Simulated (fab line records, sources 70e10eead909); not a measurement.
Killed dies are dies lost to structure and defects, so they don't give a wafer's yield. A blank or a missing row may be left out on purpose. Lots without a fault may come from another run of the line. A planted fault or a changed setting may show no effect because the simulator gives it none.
Which tool did it? | flow nand_harc | 13 lots, 39 wafers sampled, at 2 steps of a route of 1159

WHAT THE GAUGES READ, wafer by wafer
NHARC_P_CONTACT_CD_MEAS_19.
lot  | measured     | on        | cd_nm (nm)
L817 | day 6 06:40  | cd_sem-01 | 87.0 89.4 86.1
L818 | day 6 07:25  | cd_sem-01 | 87.8 88.7 86.7
L819 | day 6 14:30  | cd_sem-02 | 91.2 95.5 92.1
L821 | day 7 04:56  | cd_sem-03 | 90.3 92.5 91.4
L822 | day 7 06:49  | cd_sem-02 | 90.4 90.4 90.9
L823 | day 7 15:01  | cd_sem-01 | 92.3 91.2 89.1
L824 | day 7 21:11  | cd_sem-03 | 88.8 89.4 88.6
L825 | day 8 05:17  | cd_sem-03 | 86.0 87.0 90.2
L826 | day 8 18:55  | cd_sem-03 | 89.8 90.4 92.2
L827 | day 8 21:47  | cd_sem-03 | 90.8 89.1 87.5
L830 | day 9 09:34  | cd_sem-01 | 92.4 88.4 90.4
L832 | day 10 01:26 | cd_sem-03 | 87.3 89.3 89.2
L838 | day 11 13:01 | cd_sem-01 | 90.5 88.7 90.4

NHARC_P_M0_INSPECT_11.
lot  | measured     | on                | raw_defect_count
L817 | day 6 09:49  | defect_inspect-01 | 1 1 2
L818 | day 6 10:48  | defect_inspect-01 | 7 5 6
L819 | day 6 20:22  | defect_inspect-01 | 6 4 6
L821 | day 7 08:21  | defect_inspect-02 | 3 7 1
L822 | day 7 11:29  | defect_inspect-01 | 1 5 2
L823 | day 7 20:24  | defect_inspect-01 | 1 4 11
L824 | day 8 00:35  | defect_inspect-02 | 4 5 6
L825 | day 8 18:07  | defect_inspect-02 | 2 1 4
L826 | day 8 22:40  | defect_inspect-02 | 1 7 4
L827 | day 9 04:08  | defect_inspect-02 | 6 9 4
L830 | day 9 12:50  | defect_inspect-01 | 4 3 6
L832 | day 10 04:52 | defect_inspect-01 | 1 4 2
L838 | day 11 19:23 | defect_inspect-02 | 6 9 8

WHICH TOOL RAN EACH LOT (tool, then ch and the chambers of the sampled wafers, then the start)
The record holds no process step before these readings.

WHAT THE TOOLS THEMSELVES READ (means of the sampled wafers that have a number; where no wafer has one, the mark that the record gives instead)
The record holds no such reading with a usual standard deviation.

THE ANSWER, worked out from the rows above alone
Rule: what is usual is taken from the lots themselves. Put in order of their means at a reading, lots are off if they are a third of the lots or fewer, leave a main group of 4 or more, and stand apart from it by a gap of 3 or more times the standard deviation of the main group's means; of several such gaps the widest counts. A main group whose means are all the same, to the digits that the tables above print for the reading, isn't used. A lot without any number at a reading at which 4 lots or more have one is off too. The other lots that the step has rows for count as sound. The gauges are gone through in route order, then the tools' own readings, and for those a lot's mean is taken as printed above. The first step at which some lot is off is used, and at that step the reading that is off furthest; a lot without a number counts as furthest.
No lot is off at any reading shown: from this, nothing can be told.

WHAT THE SIMULATOR HAD PUT IN
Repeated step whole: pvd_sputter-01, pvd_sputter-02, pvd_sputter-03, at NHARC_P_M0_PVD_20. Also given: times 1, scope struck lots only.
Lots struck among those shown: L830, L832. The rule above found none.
